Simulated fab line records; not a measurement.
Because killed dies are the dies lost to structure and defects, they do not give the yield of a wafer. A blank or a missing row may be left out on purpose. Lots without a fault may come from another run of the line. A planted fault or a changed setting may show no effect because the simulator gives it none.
Split-lot experiment || flow n5Finfet || 21 wafers read across 7 lots, on a route 1938 steps long

== SPLIT DETAILS ==
At N5_BEOL_M1_EXPOSE_25 (exposes mask V0, defocus 5 nm, target cd 24 nm), the setting doseMj was moved away from the recipe's 63 on 4 of the 21 wafers read, by -6.4% to +5.4%. This setting was run at the recipe's value on the other wafers.

== FROM THE SPLIT TO THE READING: what the file shows between them, 2 steps ==
- N5_BEOL_M1_PEB_26: peb time 60 s
- N5_BEOL_M1_DEVELOP_27: develop time 30 s

== THE READING ==
cdNm, in nm, at N5_BEOL_M1_CD_MEAS_28 (target cd y 23.3 nm). Fault-free wafers of this fab line usually give 24.00 nm, standard deviation 0.27 nm.

{"wafer": "L074.1", "tool, chamber at the split": "euvScanner-01, 0", "doseMj as run": 63, "against the recipe": "recipe", "cdNm, nm": 24.30, "against lot-mates on the recipe": "-"}
{"wafer": "L074.5", "tool, chamber at the split": "euvScanner-01, 0", "doseMj as run": 63, "against the recipe": "recipe", "cdNm, nm": 24.23, "against lot-mates on the recipe": "-"}
{"wafer": "L074.6", "tool, chamber at the split": "euvScanner-01, 0", "doseMj as run": 58.97, "against the recipe": "-6.4%", "cdNm, nm": 23.01, "against lot-mates on the recipe": -1.25}
{"wafer": "L075.2", "tool, chamber at the split": "euvScanner-01, 0", "doseMj as run": 59.48, "against the recipe": "-5.6%", "cdNm, nm": 22.52, "against lot-mates on the recipe": -1.34}
{"wafer": "L075.5", "tool, chamber at the split": "euvScanner-01, 0", "doseMj as run": 63, "against the recipe": "recipe", "cdNm, nm": 23.86, "against lot-mates on the recipe": "-"}
{"wafer": "L075.6", "tool, chamber at the split": "euvScanner-01, 0", "doseMj as run": 59.48, "against the recipe": "-5.6%", "cdNm, nm": 22.89, "against lot-mates on the recipe": -0.97}
{"wafer": "L076.3", "tool, chamber at the split": "euvScanner-02, 0", "doseMj as run": 63, "against the recipe": "recipe", "cdNm, nm": 23.95, "against lot-mates on the recipe": "-"}
{"wafer": "L076.4", "tool, chamber at the split": "euvScanner-02, 0", "doseMj as run": 63, "against the recipe": "recipe", "cdNm, nm": 24.11, "against lot-mates on the recipe": "-"}
{"wafer": "L076.5", "tool, chamber at the split": "euvScanner-02, 0", "doseMj as run": 63, "against the recipe": "recipe", "cdNm, nm": 23.99, "against lot-mates on the recipe": "-"}
{"wafer": "L083.1", "tool, chamber at the split": "euvScanner-02, 0", "doseMj as run": 63, "against the recipe": "recipe", "cdNm, nm": 24.24, "against lot-mates on the recipe": "-"}
{"wafer": "L083.4", "tool, chamber at the split": "euvScanner-02, 0", "doseMj as run": 63, "against the recipe": "recipe", "cdNm, nm": 24.16, "against lot-mates on the recipe": "-"}
{"wafer": "L083.5", "tool, chamber at the split": "euvScanner-02, 0", "doseMj as run": 63, "against the recipe": "recipe", "cdNm, nm": 23.91, "against lot-mates on the recipe": "-"}
{"wafer": "L091.3", "tool, chamber at the split": "euvScanner-02, 0", "doseMj as run": 63, "against the recipe": "recipe", "cdNm, nm": 24.24, "against lot-mates on the recipe": "-"}
{"wafer": "L091.4", "tool, chamber at the split": "euvScanner-02, 0", "doseMj as run": 63, "against the recipe": "recipe", "cdNm, nm": 24.34, "against lot-mates on the recipe": "-"}
{"wafer": "L091.5", "tool, chamber at the split": "euvScanner-02, 0", "doseMj as run": 63, "against the recipe": "recipe", "cdNm, nm": 24.08, "against lot-mates on the recipe": "-"}
{"wafer": "L093.2", "tool, chamber at the split": "euvScanner-01, 0", "doseMj as run": 63, "against the recipe": "recipe", "cdNm, nm": 23.64, "against lot-mates on the recipe": "-"}
{"wafer": "L093.3", "tool, chamber at the split": "euvScanner-01, 0", "doseMj as run": 63, "against the recipe": "recipe", "cdNm, nm": 23.98, "against lot-mates on the recipe": "-"}
{"wafer": "L093.4", "tool, chamber at the split": "euvScanner-01, 0", "doseMj as run": 63, "against the recipe": "recipe", "cdNm, nm": 23.86, "against lot-mates on the recipe": "-"}
{"wafer": "L094.1", "tool, chamber at the split": "euvScanner-02, 0", "doseMj as run": 63, "against the recipe": "recipe", "cdNm, nm": 24.28, "against lot-mates on the recipe": "-"}
{"wafer": "L094.2", "tool, chamber at the split": "euvScanner-02, 0", "doseMj as run": 66.43, "against the recipe": "+5.4%", "cdNm, nm": 24.75, "against lot-mates on the recipe": "+0.47"}
{"wafer": "L094.3", "tool, chamber at the split": "euvScanner-02, 0", "doseMj as run": 63, "against the recipe": "recipe", "cdNm, nm": 24.28, "against lot-mates on the recipe": "-"}

FIT RESULTS
A straight line over all 21 wafers: cdNm changes by +0.191 nm for each +1% of doseMj; r = +0.90; the points scatter about the line by 0.23 nm.
The same after taking each lot's own level away (the mean of its wafers on the recipe; 21 wafers): +0.172 nm for each +1%; r = +0.94; scatter 0.16 nm.
On that fit, the largest move of doseMj shifts the reading by 1.1 nm.
The span of the lots' own levels, 23.827 to 24.280 nm, comes to 1.7 times the standard deviation stated above.
So the slope is not independent of the lot-to-lot level: the two fits are not the same.
Check: with one of the wafers moved furthest among these (-6.4%) left out of the fit, the line predicts -1.1 nm for it against its lot-mates. It came out at -1.25 nm against them.

== ADDITIONAL SPLITS CARRIED BY THESE WAFERS ==
Other splits were also applied to these wafers ahead of the reading. Each is held against what the fit with the lots' levels taken away leaves over:
{"other split on the same wafers": "N5_BEOL_M0_SAQP_ALD_48 aldCycles", "wafers away from the commonest value": 8, "r with cdNm (lot level and that fit taken away)": -0.13}
{"other split on the same wafers": "N5_BEOL_M1_COAT_05 spinRpm", "wafers away from the commonest value": 5, "r with cdNm (lot level and that fit taken away)": -0.33}
{"other split on the same wafers": "N5_BEOL_M1_ETCH_64 biasW", "wafers away from the commonest value": 10, "r with cdNm (lot level and that fit taken away)": "+0.01"}

== THE FILE'S OWN FIT ==
cdNm changes by +0.167 nm for each +1% of doseMj, r = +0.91.
